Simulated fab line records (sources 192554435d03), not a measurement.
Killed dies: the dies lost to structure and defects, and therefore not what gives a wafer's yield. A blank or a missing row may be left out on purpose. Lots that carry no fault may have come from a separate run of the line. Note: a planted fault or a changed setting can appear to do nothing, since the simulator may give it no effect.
Chamber matching || flow n5Finfet || rieDiel-01 running N5_MOL_CONTACT_COAG_ETCHBACK_132: 4 sister chambers
The step etches SiO2 in CHF3, target depth 10 nm, time 6.7 s. 8 wafers are shown with their chamber, then 7 later ones without.

== WAFERS WITH THEIR CHAMBER ==
{"wafer": "L082.2", "chamber": 3, "drypumpMotorCurrentA (A)": 5.47, "rfVppV (V)": 515}
{"wafer": "L088.3", "chamber": 2, "drypumpMotorCurrentA (A)": 5.86, "rfVppV (V)": 512}
{"wafer": "L088.6", "chamber": 1, "drypumpMotorCurrentA (A)": 5.53, "rfVppV (V)": 526}
{"wafer": "L092.3", "chamber": 0, "drypumpMotorCurrentA (A)": 5.70, "rfVppV (V)": 522}
{"wafer": "L092.4", "chamber": 2, "drypumpMotorCurrentA (A)": 5.82, "rfVppV (V)": 511}
{"wafer": "L092.5", "chamber": 1, "drypumpMotorCurrentA (A)": 5.54, "rfVppV (V)": 527}
{"wafer": "L094.1", "chamber": 3, "drypumpMotorCurrentA (A)": 5.52, "rfVppV (V)": 527}
{"wafer": "L094.4", "chamber": 0, "drypumpMotorCurrentA (A)": 5.70, "rfVppV (V)": 521}

== WAFERS MISSING THEIR CHAMBER ==
{"wafer": "L094.5", "drypumpMotorCurrentA (A)": 5.84, "rfVppV (V)": 511}
{"wafer": "L095.2", "drypumpMotorCurrentA (A)": 5.54, "rfVppV (V)": 524}
{"wafer": "L095.5", "drypumpMotorCurrentA (A)": 5.51, "rfVppV (V)": 525}
{"wafer": "L095.6", "drypumpMotorCurrentA (A)": 5.69, "rfVppV (V)": 523}
{"wafer": "L096.2", "drypumpMotorCurrentA (A)": 5.50, "rfVppV (V)": 526}
{"wafer": "L096.3", "drypumpMotorCurrentA (A)": 5.80, "rfVppV (V)": 512}
{"wafer": "L096.5", "drypumpMotorCurrentA (A)": 5.70, "rfVppV (V)": 521}

== CHAMBER TAKEN BY EACH ==
{"wafer": "L094.5", "from the rows above": 2, "in truth": 2}
{"wafer": "L095.2", "from the rows above": "can't be placed: 1 or 3", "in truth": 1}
{"wafer": "L095.5", "from the rows above": "can't be placed: 3 or 1", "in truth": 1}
{"wafer": "L095.6", "from the rows above": 0, "in truth": 0}
{"wafer": "L096.2", "from the rows above": "can't be placed: 3 or 1", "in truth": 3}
{"wafer": "L096.3", "from the rows above": 2, "in truth": 2}
{"wafer": "L096.5", "from the rows above": 0, "in truth": 0}
Correctly placed: 4 of 7. From these rows, 3 cannot be placed; in 3 the true chamber is one of the candidates. Wrongly placed: 0.
How it was worked out, from the rows above alone: a wafer's distance from a chamber is the root of the sum, over the readings, of the square of ((its reading less the chamber's mean) divided by the reading's scatter). The wafer belongs to the nearest chamber; if the next one is less than 2 further off, it can't be placed. A chamber's mean is the mean of its shown wafers. The scatter is the square root of a quotient: the sum, over the shown wafers, of each reading's squared deviation from its chamber's mean, divided by wafers minus chambers.
